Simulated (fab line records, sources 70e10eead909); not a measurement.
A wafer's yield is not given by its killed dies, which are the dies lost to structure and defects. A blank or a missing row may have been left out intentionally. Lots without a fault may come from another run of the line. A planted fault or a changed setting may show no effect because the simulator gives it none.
Matching of chambers	flow nand harc	NHARC_A_CHANNEL_HOLE_D2_DESCUM_15 on rie diel-12: 4 sister chambers
The step chemistry O2, time 3 s. 4 wafers are shown with their chamber, then 9 later ones without.

## EACH WAFER AND ITS CHAMBER
wafer	chamber	oes product au (a.u.)
L079.4	1	1.015
L088.5	0	1.019
L089.3	2	0.987
L089.6	3	1.004

## WAFERS WITHOUT THEIR CHAMBER
wafer	oes product au (a.u.)
L092.1	1.019
L092.3	0.999
L092.6	1.011
L093.3	1.006
L093.4	1.015
L093.5	1.014
L094.1	0.996
L094.2	0.998
L094.5	0.997

## WHICH CHAMBER EACH WENT THROUGH
wafer	from the rows above	in truth
L092.1	can't be placed: 0 or 1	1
L092.3	can't be placed: 3 or 2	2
L092.6	can't be placed: 1 or 3 or 0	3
L093.3	can't be placed: 3 or 1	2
L093.4	can't be placed: 1 or 0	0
L093.5	can't be placed: 1 or 0 or 3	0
L094.1	can't be placed: 3 or 2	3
L094.2	can't be placed: 3 or 2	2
L094.5	can't be placed: 3 or 2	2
Placed correctly: 0 of 9. Not placeable from these rows: 9 (in 8, the candidates include the true chamber). 0 placed wrongly.
How it was worked out, from the rows above alone: a wafer's distance from a chamber is the root of the sum, over the readings, of the square of ((its reading less the chamber's mean) divided by the reading's scatter). If the next closest chamber is less than 2 further off than the closest, the wafer can't be placed; otherwise it belongs to the closest. A chamber's mean is the mean of its shown wafers. The scatter (one wafer shown for each chamber): square how far every hidden wafer sits from the nearest shown wafer, average those squares and take the square root.
